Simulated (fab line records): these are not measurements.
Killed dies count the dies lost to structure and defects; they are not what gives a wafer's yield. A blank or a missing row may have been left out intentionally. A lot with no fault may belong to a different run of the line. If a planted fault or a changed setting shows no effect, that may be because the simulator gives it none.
What tool caused it?    flow n5_finfet    24 wafers from 8 lots sampled at 4 of the route's 1938 steps

== WHAT THE GAUGES SHOWED, per wafer ==
N5_SD_EPI_N_INSPECT_26: inspects for defects (darkfield).
lot   measured     on                 raw_defect_count
L889  day 3 07:38  defect_inspect-01  221 169 274
L895  day 4 20:32  defect_inspect-02  780 890 932
L896  day 5 04:43  defect_inspect-01  753 786 759
L904  day 6 23:40  defect_inspect-01  209 241 302
L907  day 7 16:50  defect_inspect-01  233 225 247
L909  day 8 08:02  defect_inspect-01  202 316 257
L910  day 8 15:50  defect_inspect-02  187 214 222
L911  day 8 17:02  defect_inspect-01  209 198 201

== TOOL THAT RAN EACH LOT (tool first, then ch and the chambers of the sampled wafers, then the start) ==
lot   N5_SD_EPI_N_DESCUM_14              N5_SD_EPI_N_ETCH_16                N5_SD_EPI_N_PRECLEAN_49
L889  rie_diel-01 ch 1,2,3, day 3 03:40  rie_diel-01 ch 1,2,3, day 3 04:16  remote_plasma-02 ch 1, day 3 07:14
L895  rie_diel-05 ch 0,3, day 4 16:22    rie_diel-05 ch 0,3, day 4 16:59    remote_plasma-02 ch 0, day 4 19:53
L896  rie_diel-01 ch 0,1,3, day 4 23:37  rie_diel-01 ch 0,1,3, day 5 00:13  remote_plasma-02 ch 1, day 5 03:15
L904  rie_diel-01 ch 2,3, day 6 19:31    rie_diel-01 ch 2,3, day 6 20:08    remote_plasma-01 ch 0, day 6 23:01
L907  rie_diel-05 ch 0,2,3, day 7 12:01  rie_diel-05 ch 0,2,3, day 7 12:38  remote_plasma-01 ch 0, day 7 16:19
L909  rie_diel-01 ch 0,1,3, day 8 03:13  rie_diel-01 ch 0,1,3, day 8 03:50  remote_plasma-02 ch 1, day 8 07:28
L910  rie_diel-05 ch 1,3, day 8 11:50    rie_diel-05 ch 1,3, day 8 12:27    remote_plasma-02 ch 1, day 8 15:20
L911  rie_diel-05 ch 1,2, day 8 13:03    rie_diel-05 ch 1,2, day 8 13:40    remote_plasma-01 ch 1, day 8 16:35
- N5_SD_EPI_N_DESCUM_14: chemistry O2, time 7.9 s.
- N5_SD_EPI_N_ETCH_16: etches SiO2 in CHF3/O2, target depth 5 nm.
- N5_SD_EPI_N_PRECLEAN_49: cleans in NF3:NH3, afs cycles 1, time 20 s, sublimation time 60 s.

== THE ANSWER, worked out from the rows above alone ==
Rule: the lots themselves supply what counts as usual. Put in order of their means at a reading, lots are off if they are a third of the lots or fewer, leave a main group of 4 or more, and stand apart from it by a gap of 3 or more times the standard deviation of the main group's means; of several such gaps the widest counts. If all means in a main group match to the digits the tables above print for the reading, that group is not used. A lot without any number at a reading at which 4 lots or more have one is off too. All remaining lots with rows at the step are treated as sound.
Off, at N5_SD_EPI_N_INSPECT_26 on raw_defect_count: L895, L896. The main group: mean 229, standard deviation 21.
If a tool, at a process step before that reading, ran all the lots that are off and no sound lot after the first of them, it fits. The gauges at N5_SD_EPI_N_INSPECT_26 are tried like those tools. Not one of the candidates tried fits.

== WHAT HAD BEEN PUT IN BY THE SIMULATOR ==
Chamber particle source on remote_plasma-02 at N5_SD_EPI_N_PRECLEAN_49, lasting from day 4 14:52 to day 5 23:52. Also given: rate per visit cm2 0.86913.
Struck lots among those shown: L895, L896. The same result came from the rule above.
